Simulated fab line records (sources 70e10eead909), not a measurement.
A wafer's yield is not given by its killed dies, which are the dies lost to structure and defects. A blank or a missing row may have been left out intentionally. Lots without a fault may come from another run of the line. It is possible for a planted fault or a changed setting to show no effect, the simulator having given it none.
A struck lot beside a sound one ; flow nand_harc ; 15 out of 1159 route steps
Sound: these wafers, L842.1, L842.2, L842.3. Struck: wafer L853.4 (left out: L853.2, L853.6 of the same lot, which were not struck); the cause appears at the end.
Order at every step that has rows: each side's tool, ch and its chambers, its first start. Under that, the readings that differ: sound wafers ; struck wafers ; difference of the means ; sigmas: that difference in standard deviations of wafers without a fault.
alike: words and numbers the same on both sides, and readings whose means are apart by under 2 such deviations; not compared: readings that were withheld, readings missing a value for some wafer, numbers with overlapping values and no deviation given by the record, and bounds like >300 which may hide the same value.
The two part at a step that has a row with sigmas, a row that says differs or no value, or rows on one side only. Numbers that have no deviation but don't overlap get no sigmas and don't part them. Lack of a reading on every wafer of one side parts them only where that side has two or more wafers.

first, 1 step without rows for these wafers: NHARC_A_ONON_D1_DEP_06 (target thk 1000 nm).
NHARC_A_ONON_D1_THK_MEAS_08: measures by ellipsometry.
  sound on film_metro-02 at day 8 07:24; struck on film_metro-02 at day 10 19:33
  alike: thk_nm
next comes 1 step that has no rows for these wafers: NHARC_A_ONON_D1_DEP_09 (target thickness 1000 nm).
NHARC_A_ONON_D1_THK_MEAS_11: measures by ellipsometry.
  sound on film_metro-02 at day 8 07:59; struck on film_metro-01 at day 10 20:07
  alike: thk_nm
next comes 1 step that has no rows for these wafers: NHARC_A_ONON_D1_DEP_12 (target thickness 1000 nm).
NHARC_A_ONON_D1_THK_MEAS_14: measures by ellipsometry.
  sound on film_metro-02 at day 8 08:40; struck on film_metro-02 at day 10 20:41
  alike: thk_nm
then, 2 steps without rows for these wafers: NHARC_A_ONON_D1_ANNEAL_15 (time 3600 s); NHARC_A_ONON_D1_DEP_16 (target thk 1000 nm).
NHARC_A_ONON_D1_THK_MEAS_18: measures by ellipsometry.
  sound on film_metro-01 at day 8 15:47; struck on film_metro-01 at day 11 03:46
  alike: thk_nm
next comes 1 step that has no rows for these wafers: NHARC_A_ONON_D1_DEP_19 (target thickness 1000 nm).
NHARC_A_ONON_D1_THK_MEAS_21: measures by ellipsometry.
  sound on film_metro-01 at day 8 16:21; struck on film_metro-02 at day 11 04:20
  alike: thk_nm
NHARC_A_ONON_D1_DEP_22: target thk 1000 nm.
  sound on pecvd_onon-02 ch 0, day 8 16:24; struck on pecvd_onon-02 ch 0, day 11 04:26
NHARC_A_ONON_D1_THK_MEAS_24: measures by ellipsometry.
  sound on film_metro-01 at day 8 16:55; struck on film_metro-01 at day 11 04:53
reading;sound;struck;difference;sigmas
thk_nm (nm);1009 1009 1010;615;-394;-33
next comes 1 step that has no rows for these wafers: NHARC_A_ONON_D1_DEP_25 (target thickness 1000 nm).
-- jump in the record: it breaks off in module A_ONON_D1 and resumes in module END (first step shown: number 1159 of the route), and 11 days separate the struck wafers' starts before and after --
NHARC_END_SORT_01:
  sound on prober-01 ch 0, day 20 00:27; struck on prober-02 ch 0, day 22 04:26
reading;sound;struck;difference;sigmas
killed_at_array;37 26 26;670;+640;+58
killed_dies;50 33 38;677;+637;+58
  alike: killed_at_other, killed_at_periphery, killed_open, killed_short

## WHERE THEY PART
At NHARC_A_ONON_D1_THK_MEAS_24 first; at NHARC_END_SORT_01 last (within this record only).

WHY: the cause the simulator had injected
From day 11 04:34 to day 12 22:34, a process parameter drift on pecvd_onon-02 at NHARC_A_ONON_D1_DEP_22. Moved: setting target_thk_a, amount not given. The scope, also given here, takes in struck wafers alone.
